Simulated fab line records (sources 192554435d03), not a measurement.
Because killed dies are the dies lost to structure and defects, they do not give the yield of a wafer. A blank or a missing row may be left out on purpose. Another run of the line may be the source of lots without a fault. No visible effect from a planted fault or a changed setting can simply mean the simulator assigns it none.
fab line records / flow n5_finfet
record lots=5 wafers=14 last_day=19
route steps=1938 shown BEOL_M9@1450
lots untouched by any fault: they come from a run of this same line in which no faults occurred
start_h: hours from the record's first day to the start of the lot's first wafer shown / wait_h: how many hours have passed since the lot's step before this one / " same as the row above / L1.1+2: a row that stands for several wafers / - value missing, or start not given / * or withheld: withheld / < > ~ a bound
route shown NAME@n: NAME is a module with steps in the file, n the number in the route of the first one / usual: mean/standard deviation taken from wafers without a fault / same: alike in all rows / chamber/n: place in a boat / sites: each site's reading / _std_site: their standard deviation / _edge_site: outer sites' mean less inner sites' / radius_mm: for every site, how far away it sits from the centre of the wafer / mask NAME#n: copy n / behind: the most recent tool/chamber to have shaped the wafer / hold: cause of the lot's hold/its duration in hours/its outcome / device: transistor that didn't switch, given as n, p or np / end of line: the route-end tests of the same wafers / step lacking rows: just its recipe / killed: dies that structure and defects cost at the first sort, which is not the same as the wafer's yield / map: a wafer's dies, marking killed ones x, the rest . and places with no die _
set.NAME: the setting as run; set.NAME@STEP: as run at that earlier step / model.NAME: the simulator's own value behind a step, which no gauge read
lots at some steps of the route; a table a step, a row a wafer
services: a tool's chamber out of use, with start hour (start_h, from the record's first day; less than 0 if before it), hours out, and reason
## steps
# step N5_BEOL_M9_HM_STRIP_39
# recipe chemistry=peroxide_tin_strip material=TiN target_depth_a=250 temp_c=50 time_s=158
# step N5_BEOL_M9_SRD_40
# recipe time_s=30 temp_c=23 rinse_liquid=diw dry=ipa_marangoni
# step N5_BEOL_M9_PRECLEAN_42
# recipe chemistry=residue_remover time_s=60 temp_c=40
# step N5_BEOL_M9_SRD_43
# recipe time_s=30 temp_c=23 rinse_liquid=diw dry=ipa_marangoni
# step N5_BEOL_M9_CD_MEAS_35
# recipe target_cd_nm=70 target_cd_y_nm=40 polarity=opening
# usual cd_nm=69.7/0.67
lot.wafer=L338.3 tool=cd_sem-03 chamber=- start_h=284.36 wait_h=0.0 cd_nm=70.3
lot.wafer=L338.5 tool=cd_sem-03 chamber=- start_h=284.36 wait_h=0.0 cd_nm=69.5
lot.wafer=L338.6 tool=cd_sem-03 chamber=- start_h=284.36 wait_h=0.0 cd_nm=69.7
lot.wafer=L344.1 tool=cd_sem-02 chamber=- start_h=296.06 wait_h=0.0 cd_nm=70.4
lot.wafer=L344.3 tool=cd_sem-02 chamber=- start_h=296.06 wait_h=0.0 cd_nm=70.7
lot.wafer=L344.5 tool=cd_sem-02 chamber=- start_h=296.06 wait_h=0.0 cd_nm=70.5
lot.wafer=L347.2 tool=cd_sem-01 chamber=- start_h=336.36 wait_h=0.0 cd_nm=71.0
lot.wafer=L347.4 tool=cd_sem-01 chamber=- start_h=336.36 wait_h=0.0 cd_nm=69.5
lot.wafer=L353.1 tool=cd_sem-02 chamber=- start_h=370.94 wait_h=0.0 cd_nm=69.4
lot.wafer=L353.2 tool=cd_sem-02 chamber=- start_h=370.94 wait_h=0.0 cd_nm=70.5
lot.wafer=L353.6 tool=cd_sem-02 chamber=- start_h=370.94 wait_h=0.0 cd_nm=70.4
lot.wafer=L356.2 tool=cd_sem-01 chamber=- start_h=390.78 wait_h=0.0 cd_nm=68.8
lot.wafer=L356.4 tool=cd_sem-01 chamber=- start_h=390.78 wait_h=0.0 cd_nm=69.6
lot.wafer=L356.5 tool=cd_sem-01 chamber=- start_h=390.78 wait_h=0.0 cd_nm=69.8
# step N5_BEOL_M9_CURE_72
# recipe temp_c=370 time_s=120 ambient=DMADMS/He material=SiCOH_lowk
# usual lamp_power_pct=52.32/0.056 wafer_temp_C_max=371.4/0.49
# same time_s=120
lot.wafer=L338.3 tool=uv_cure-02 chamber=2 start_h=284.59 wait_h=0.2 lamp_power_pct=52.37 wafer_temp_C_max=371.5
lot.wafer=L338.5 tool=uv_cure-02 chamber=2 start_h=284.59 wait_h=0.2 lamp_power_pct=52.29 wafer_temp_C_max=371.6
lot.wafer=L338.6 tool=uv_cure-02 chamber=2 start_h=284.59 wait_h=0.2 lamp_power_pct=52.29 wafer_temp_C_max=371.4
lot.wafer=L344.1 tool=uv_cure-01 chamber=1 start_h=296.38 wait_h=0.3 lamp_power_pct=52.42 wafer_temp_C_max=371.8
lot.wafer=L344.3 tool=uv_cure-01 chamber=1 start_h=296.38 wait_h=0.3 lamp_power_pct=52.37 wafer_temp_C_max=372.4
lot.wafer=L344.5 tool=uv_cure-01 chamber=1 start_h=296.38 wait_h=0.3 lamp_power_pct=52.34 wafer_temp_C_max=372.9
lot.wafer=L347.2 tool=uv_cure-03 chamber=0 start_h=336.50 wait_h=0.1 lamp_power_pct=52.24 wafer_temp_C_max=371.3
lot.wafer=L347.4 tool=uv_cure-03 chamber=0 start_h=336.50 wait_h=0.1 lamp_power_pct=52.39 wafer_temp_C_max=371.5
lot.wafer=L353.1 tool=uv_cure-02 chamber=1 start_h=370.98 wait_h=0.0 lamp_power_pct=52.30 wafer_temp_C_max=371.6
lot.wafer=L353.2 tool=uv_cure-02 chamber=1 start_h=370.98 wait_h=0.0 lamp_power_pct=52.28 wafer_temp_C_max=371.4
lot.wafer=L353.6 tool=uv_cure-02 chamber=1 start_h=370.98 wait_h=0.0 lamp_power_pct=52.33 wafer_temp_C_max=371.1
lot.wafer=L356.2 tool=uv_cure-01 chamber=2 start_h=390.87 wait_h=0.1 lamp_power_pct=52.34 wafer_temp_C_max=371.5
lot.wafer=L356.4 tool=uv_cure-01 chamber=2 start_h=390.87 wait_h=0.1 lamp_power_pct=52.40 wafer_temp_C_max=371.8
lot.wafer=L356.5 tool=uv_cure-01 chamber=2 start_h=390.87 wait_h=0.1 lamp_power_pct=52.35 wafer_temp_C_max=371.9
# step N5_BEOL_M9_DEGAS_44
# recipe ambient=vacuum temp_c=250 time_s=60
# usual heater_power_w=318/37
# same time_s=60
lot.wafer=L338.3 tool=pvd_sputter-02 chamber=- start_h=285.17 wait_h=0.5 heater_power_w=350
lot.wafer=L338.5 tool=pvd_sputter-02 chamber=- start_h=285.17 wait_h=0.5 heater_power_w=296
lot.wafer=L338.6 tool=pvd_sputter-02 chamber=- start_h=285.17 wait_h=0.5 heater_power_w=342
lot.wafer=L344.1 tool=pvd_sputter-01 chamber=- start_h=297.02 wait_h=0.5 heater_power_w=387
lot.wafer=L344.3 tool=pvd_sputter-01 chamber=- start_h=297.02 wait_h=0.5 heater_power_w=364
lot.wafer=L344.5 tool=pvd_sputter-01 chamber=- start_h=297.02 wait_h=0.5 heater_power_w=264
lot.wafer=L347.2 tool=pvd_sputter-03 chamber=- start_h=338.65 wait_h=2.1 heater_power_w=296
lot.wafer=L347.4 tool=pvd_sputter-03 chamber=- start_h=338.65 wait_h=2.1 heater_power_w=321
lot.wafer=L353.1 tool=pvd_sputter-01 chamber=- start_h=371.61 wait_h=0.5 heater_power_w=298
lot.wafer=L353.2 tool=pvd_sputter-01 chamber=- start_h=371.61 wait_h=0.5 heater_power_w=264
lot.wafer=L353.6 tool=pvd_sputter-01 chamber=- start_h=371.61 wait_h=0.5 heater_power_w=353
lot.wafer=L356.2 tool=pvd_sputter-03 chamber=- start_h=391.25 wait_h=0.3 heater_power_w=327
lot.wafer=L356.4 tool=pvd_sputter-03 chamber=- start_h=391.25 wait_h=0.3 heater_power_w=302
lot.wafer=L356.5 tool=pvd_sputter-03 chamber=- start_h=391.25 wait_h=0.3 heater_power_w=338
# step N5_BEOL_M9_PRE_CLEAN_45
# recipe gas=H2/He time_s=30 temp_c=250
# step N5_BEOL_M9_ALD_74
# recipe material=TaN target_thk_a=20 temp_c=275 ald_precursor_family=PDMAT ald_co_reactant=NH3 pressure_torr=3 carrier_flow_sccm=1500 pulse_time_s=2 purge_time_s=3 co_reactant_purge_time_s=2 co_reactant_pulse_time_s=3 ald_cycles=40 precursor_vessel_temp_c=75 precursor_vessel_pressure_torr=26.25 precursor_vessel_carrier_sccm=1000
# step N5_BEOL_M9_SURFACE_TREAT_79
# recipe gas=Ar time_s=* ion_energy_ev=* ion_current_ma_cm2=0.5 pressure_mtorr=* ar_flow_sccm=30
# usual throttle_valve_pct=*
# same time_s=*
lot.wafer=L338.3 tool=pvd_sputter-02 chamber=- start_h=285.79 wait_h=0.2 throttle_valve_pct=*
lot.wafer=L338.5 tool=pvd_sputter-02 chamber=- start_h=285.79 wait_h=0.2 throttle_valve_pct=*
lot.wafer=L338.6 tool=pvd_sputter-02 chamber=- start_h=285.79 wait_h=0.2 throttle_valve_pct=*
lot.wafer=L344.1 tool=pvd_sputter-02 chamber=- start_h=297.44 wait_h=0.2 throttle_valve_pct=*
lot.wafer=L344.3 tool=pvd_sputter-02 chamber=- start_h=297.44 wait_h=0.2 throttle_valve_pct=*
lot.wafer=L344.5 tool=pvd_sputter-02 chamber=- start_h=297.44 wait_h=0.2 throttle_valve_pct=*
lot.wafer=L347.2 tool=pvd_sputter-02 chamber=- start_h=339.06 wait_h=0.2 throttle_valve_pct=*
lot.wafer=L347.4 tool=pvd_sputter-02 chamber=- start_h=339.06 wait_h=0.2 throttle_valve_pct=*
lot.wafer=L353.1 tool=pvd_sputter-01 chamber=- start_h=372.20 wait_h=0.4 throttle_valve_pct=*
lot.wafer=L353.2 tool=pvd_sputter-01 chamber=- start_h=372.20 wait_h=0.4 throttle_valve_pct=*
lot.wafer=L353.6 tool=pvd_sputter-01 chamber=- start_h=372.20 wait_h=0.4 throttle_valve_pct=*
lot.wafer=L356.2 tool=pvd_sputter-01 chamber=- start_h=391.77 wait_h=0.2 throttle_valve_pct=*
lot.wafer=L356.4 tool=pvd_sputter-01 chamber=- start_h=391.77 wait_h=0.2 throttle_valve_pct=*
lot.wafer=L356.5 tool=pvd_sputter-01 chamber=- start_h=391.77 wait_h=0.2 throttle_valve_pct=*
# step N5_BEOL_M9_CVD_78
# recipe material=Co target_thk_a=20 temp_c=withheld precursor=CCTBA/H2 pressure_torr=30 time_s=138.9
# step N5_BEOL_M9_SPUTTER_48
# recipe material=Cu target_thk_a=120 temp_c=-20 bias_v=60 power_w=26000 chamber_pressure_pa=0.13 time_s=2
# usual bias_v=60.1/0.6 throttle_valve_pct=30.1/1.5
# same time_s=2
lot.wafer=L338.3 tool=pvd_sputter-02 chamber=- start_h=286.33 wait_h=0.2 bias_v=60.6 throttle_valve_pct=30.0
lot.wafer=L338.5 tool=pvd_sputter-02 chamber=- start_h=286.33 wait_h=0.2 bias_v=60.1 throttle_valve_pct=28.2
lot.wafer=L338.6 tool=pvd_sputter-02 chamber=- start_h=286.33 wait_h=0.2 bias_v=60.7 throttle_valve_pct=30.2
lot.wafer=L344.1 tool=pvd_sputter-01 chamber=- start_h=297.70 wait_h=0.1 bias_v=59.4 throttle_valve_pct=31.4
lot.wafer=L344.3 tool=pvd_sputter-01 chamber=- start_h=297.70 wait_h=0.1 bias_v=60.1 throttle_valve_pct=29.2
lot.wafer=L344.5 tool=pvd_sputter-01 chamber=- start_h=297.70 wait_h=0.1 bias_v=59.7 throttle_valve_pct=33.4
lot.wafer=L347.2 tool=pvd_sputter-01 chamber=- start_h=339.32 wait_h=0.1 bias_v=59.9 throttle_valve_pct=33.4
lot.wafer=L347.4 tool=pvd_sputter-01 chamber=- start_h=339.32 wait_h=0.1 bias_v=60.6 throttle_valve_pct=31.4
lot.wafer=L353.1 tool=pvd_sputter-01 chamber=- start_h=372.44 wait_h=0.1 bias_v=60.0 throttle_valve_pct=33.2
lot.wafer=L353.2 tool=pvd_sputter-01 chamber=- start_h=372.44 wait_h=0.1 bias_v=60.0 throttle_valve_pct=29.2
lot.wafer=L353.6 tool=pvd_sputter-01 chamber=- start_h=372.44 wait_h=0.1 bias_v=60.2 throttle_valve_pct=31.2
lot.wafer=L356.2 tool=pvd_sputter-01 chamber=- start_h=392.13 wait_h=0.2 bias_v=59.7 throttle_valve_pct=31.1
lot.wafer=L356.4 tool=pvd_sputter-01 chamber=- start_h=392.13 wait_h=0.2 bias_v=59.6 throttle_valve_pct=30.6
lot.wafer=L356.5 tool=pvd_sputter-01 chamber=- start_h=392.13 wait_h=0.2 bias_v=60.8 throttle_valve_pct=29.1
# step N5_BEOL_M9_ECD_50
# recipe material=Cu target_thk_a=3180
lot.wafer=L338.3 tool=ecd_cu-01 chamber=0 start_h=286.48 wait_h=0.1 model.Cu_of_BEOL_M9_ECD_50.thk_nm=316.6
lot.wafer=L338.5 tool=ecd_cu-01 chamber=0 start_h=286.48 wait_h=0.1 model.Cu_of_BEOL_M9_ECD_50.thk_nm=319.6
lot.wafer=L338.6 tool=ecd_cu-01 chamber=1 start_h=286.48 wait_h=0.1 model.Cu_of_BEOL_M9_ECD_50.thk_nm=324
lot.wafer=L344.1+5 tool=ecd_cu-02 chamber=1,0 start_h=297.82 wait_h=0.1 model.Cu_of_BEOL_M9_ECD_50.thk_nm=318
lot.wafer=L344.3 tool=ecd_cu-02 chamber=0 start_h=297.82 wait_h=0.1 model.Cu_of_BEOL_M9_ECD_50.thk_nm=320.4
lot.wafer=L347.2 tool=ecd_cu-01 chamber=1 start_h=339.44 wait_h=0.1 model.Cu_of_BEOL_M9_ECD_50.thk_nm=221.2
lot.wafer=L347.4 tool=ecd_cu-01 chamber=0 start_h=339.44 wait_h=0.1 model.Cu_of_BEOL_M9_ECD_50.thk_nm=228.6
lot.wafer=L353.1+2 tool=ecd_cu-02 chamber=0,1 start_h=372.57 wait_h=0.1 model.Cu_of_BEOL_M9_ECD_50.thk_nm=321.6
lot.wafer=L353.6 tool=ecd_cu-02 chamber=1 start_h=372.57 wait_h=0.1 model.Cu_of_BEOL_M9_ECD_50.thk_nm=313
lot.wafer=L356.2 tool=ecd_cu-02 chamber=0 start_h=392.24 wait_h=0.1 model.Cu_of_BEOL_M9_ECD_50.thk_nm=320.6
lot.wafer=L356.4 tool=ecd_cu-02 chamber=0 start_h=392.24 wait_h=0.1 model.Cu_of_BEOL_M9_ECD_50.thk_nm=318.4
lot.wafer=L356.5 tool=ecd_cu-02 chamber=0 start_h=392.24 wait_h=0.1 model.Cu_of_BEOL_M9_ECD_50.thk_nm=312.8
# step N5_BEOL_M9_ANNEAL_51
# recipe temp_c=225 time_s=90 ambient=N2
# usual wafer_temp_C_max=225.83/0.27
# same time_s=90
lot.wafer=L338.3 tool=rtp_anneal-01 chamber=0 start_h=286.65 wait_h=0.1 wafer_temp_C_max=225.44
lot.wafer=L338.5 tool=rtp_anneal-01 chamber=0 start_h=286.65 wait_h=0.1 wafer_temp_C_max=225.43
lot.wafer=L338.6 tool=rtp_anneal-01 chamber=0 start_h=286.65 wait_h=0.1 wafer_temp_C_max=225.92
lot.wafer=L344.1 tool=rtp_anneal-01 chamber=0 start_h=297.93 wait_h=0.1 wafer_temp_C_max=225.63
lot.wafer=L344.3 tool=rtp_anneal-01 chamber=0 start_h=297.93 wait_h=0.1 wafer_temp_C_max=225.92
lot.wafer=L344.5 tool=rtp_anneal-01 chamber=0 start_h=297.93 wait_h=0.1 wafer_temp_C_max=226.13
lot.wafer=L347.2 tool=rtp_anneal-02 chamber=0 start_h=339.60 wait_h=0.1 wafer_temp_C_max=226.03
lot.wafer=L347.4 tool=rtp_anneal-02 chamber=0 start_h=339.60 wait_h=0.1 wafer_temp_C_max=225.89
lot.wafer=L353.1 tool=rtp_anneal-02 chamber=0 start_h=373.02 wait_h=0.4 wafer_temp_C_max=226.35
lot.wafer=L353.2 tool=rtp_anneal-02 chamber=0 start_h=373.02 wait_h=0.4 wafer_temp_C_max=226.03
lot.wafer=L353.6 tool=rtp_anneal-02 chamber=0 start_h=373.02 wait_h=0.4 wafer_temp_C_max=226.00
lot.wafer=L356.2 tool=rtp_anneal-01 chamber=0 start_h=392.47 wait_h=0.2 wafer_temp_C_max=225.52
lot.wafer=L356.4 tool=rtp_anneal-01 chamber=0 start_h=392.47 wait_h=0.2 wafer_temp_C_max=225.85
lot.wafer=L356.5 tool=rtp_anneal-01 chamber=0 start_h=392.47 wait_h=0.2 wafer_temp_C_max=225.77
# step N5_BEOL_M9_CMP_52
# recipe stop_on=SiCOH_lowk t_overpolish_s=7 down_force_psi=1 platen_rpm=50 clearing_platen_down_force_psi=1.5 clearing_platen_rpm=50 post_cmp_clean=cu_alkaline target_thk_nm=140 clearing_platen_pad_velocity_m_s=0.99484 pad_velocity_m_s=0.99484
# usual motor_current_A=5.9/0.54 time_to_endpoint_s=64/3.4
lot.wafer=L338.3 tool=cmp-03 chamber=0 start_h=286.97 wait_h=0.3 motor_current_A=5.2 time_to_endpoint_s=69
lot.wafer=L338.6 tool=cmp-03 chamber=1 start_h=286.97 wait_h=0.3 motor_current_A=5.4 time_to_endpoint_s=69
lot.wafer=L338.5 tool=cmp-03 chamber=2 start_h=286.97 wait_h=0.3 motor_current_A=6.3 time_to_endpoint_s=64
lot.wafer=L344.3 tool=cmp-02 chamber=3 start_h=298.23 wait_h=0.2 motor_current_A=6.1 time_to_endpoint_s=66
lot.wafer=L344.1 tool=cmp-02 chamber=0 start_h=298.23 wait_h=0.2 motor_current_A=6.8 time_to_endpoint_s=65
lot.wafer=L344.5 tool=cmp-02 chamber=3 start_h=298.23 wait_h=0.2 motor_current_A=5.7 time_to_endpoint_s=65
lot.wafer=L347.2 tool=cmp-01 chamber=3 start_h=339.92 wait_h=0.3 motor_current_A=5.5 time_to_endpoint_s=45
lot.wafer=L347.4 tool=cmp-01 chamber=0 start_h=339.92 wait_h=0.3 motor_current_A=6.2 time_to_endpoint_s=45
lot.wafer=L353.2 tool=cmp-03 chamber=1 start_h=373.36 wait_h=0.2 motor_current_A=5.4 time_to_endpoint_s=64
lot.wafer=L353.1 tool=cmp-03 chamber=3 start_h=373.36 wait_h=0.2 motor_current_A=5.7 time_to_endpoint_s=70
lot.wafer=L353.6 tool=cmp-03 chamber=1 start_h=373.36 wait_h=0.2 motor_current_A=5.4 time_to_endpoint_s=65
lot.wafer=L356.2 tool=cmp-01 chamber=1 start_h=392.81 wait_h=0.3 motor_current_A=6.2 time_to_endpoint_s=68
lot.wafer=L356.4 tool=cmp-01 chamber=2 start_h=392.81 wait_h=0.3 motor_current_A=6.8 time_to_endpoint_s=60
lot.wafer=L356.5 tool=cmp-01 chamber=3 start_h=392.81 wait_h=0.3 motor_current_A=5.4 time_to_endpoint_s=64
# step N5_BEOL_M9_THK_MEAS_53
# recipe thk_meas_gauge=xrf reads=Cu_of_BEOL_M9_ECD_50
# usual M9_THK=139/3.7
lot.wafer=L338.3 tool=film_metro-02 chamber=- start_h=287.15 wait_h=- M9_THK[nm]=144
lot.wafer=L338.5 tool=film_metro-02 chamber=- start_h=287.15 wait_h=- M9_THK[nm]=146
lot.wafer=L338.6 tool=film_metro-02 chamber=- start_h=287.15 wait_h=- M9_THK[nm]=142
lot.wafer=L344.1 tool=film_metro-02 chamber=- start_h=298.53 wait_h=- M9_THK[nm]=139
lot.wafer=L344.3 tool=film_metro-02 chamber=- start_h=298.53 wait_h=- M9_THK[nm]=137
lot.wafer=L344.5 tool=film_metro-02 chamber=- start_h=298.53 wait_h=- M9_THK[nm]=133
lot.wafer=L347.2 tool=film_metro-02 chamber=- start_h=340.14 wait_h=- M9_THK[nm]=132
lot.wafer=L347.4 tool=film_metro-02 chamber=- start_h=340.14 wait_h=- M9_THK[nm]=133
lot.wafer=L353.1 tool=film_metro-02 chamber=- start_h=373.61 wait_h=- M9_THK[nm]=132
lot.wafer=L353.2 tool=film_metro-02 chamber=- start_h=373.61 wait_h=- M9_THK[nm]=141
lot.wafer=L353.6 tool=film_metro-02 chamber=- start_h=373.61 wait_h=- M9_THK[nm]=138
lot.wafer=L356.2 tool=film_metro-02 chamber=- start_h=393.03 wait_h=- M9_THK[nm]=142
lot.wafer=L356.4 tool=film_metro-02 chamber=- start_h=393.03 wait_h=- M9_THK[nm]=146
lot.wafer=L356.5 tool=film_metro-02 chamber=- start_h=393.03 wait_h=- M9_THK[nm]=142
## services
tool=uv_cure-01 chamber=- start_h=270.15 hours=1.0 kind=pm
tool=cmp-02 chamber=- start_h=276.03 hours=0.5 kind=repair
tool=cmp-02 chamber=- start_h=277.21 hours=8.7 kind=pm
tool=uv_cure-01 chamber=- start_h=298.54 hours=7.7 kind=repair
tool=cmp-03 chamber=- start_h=303.28 hours=0.5 kind=repair
tool=uv_cure-02 chamber=- start_h=310.03 hours=0.7 kind=repair
tool=rtp_anneal-01 chamber=- start_h=317.71 hours=2.4 kind=pm
tool=cmp-01 chamber=- start_h=327.24 hours=4.1 kind=pm
tool=cmp-01 chamber=- start_h=331.60 hours=2.1 kind=repair
tool=cmp-03 chamber=- start_h=335.78 hours=5.1 kind=pm
tool=cmp-01 chamber=- start_h=342.81 hours=4.0 kind=pm
tool=cmp-01 chamber=- start_h=346.81 hours=- kind=consumable_replace:conditioner
tool=cmp-01 chamber=- start_h=346.81 hours=- kind=consumable_replace:pad
tool=cmp-01 chamber=- start_h=346.81 hours=7.1 kind=pm
tool=pvd_sputter-03 chamber=- start_h=353.36 hours=1.1 kind=repair
tool=pvd_sputter-03 chamber=- start_h=355.01 hours=3.2 kind=repair
tool=uv_cure-03 chamber=- start_h=364.37 hours=2.1 kind=pm
tool=cmp-02 chamber=- start_h=374.01 hours=0.6 kind=repair
tool=ecd_cu-02 chamber=- start_h=378.19 hours=6.2 kind=repair
tool=ecd_cu-01 chamber=- start_h=388.91 hours=4.2 kind=repair
tool=uv_cure-02 chamber=- start_h=391.77 hours=1.0 kind=pm
## key
first_sign step=N5_BEOL_M9_CMP_52 reading=time_to_endpoint_s direction=down sigmas=5.7 usual=* struck=*
effect none on later readings
model_effect step=N5_BEOL_M9_ECD_50 value=Cu_of_BEOL_M9_ECD_50.thk_nm without=317.1 struck=224.9
met_at N5_BEOL_M9_ECD_50
struck_wafers L347.2,L347.4
onset_between 286.48 339.44
also_fits N5_BEOL_M9_CURE_72:uv_cure-03,N5_BEOL_M9_SURFACE_TREAT_79:pvd_sputter-02
fault kind=process_parameter_drift tool=ecd_cu-01 chamber=- onset_h=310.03 steps=N5_BEOL_M9_ECD_50 channel=target_thk_a offset=* shape=step end_h=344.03 scope=struck_wafers_only acts_in=* stated=*
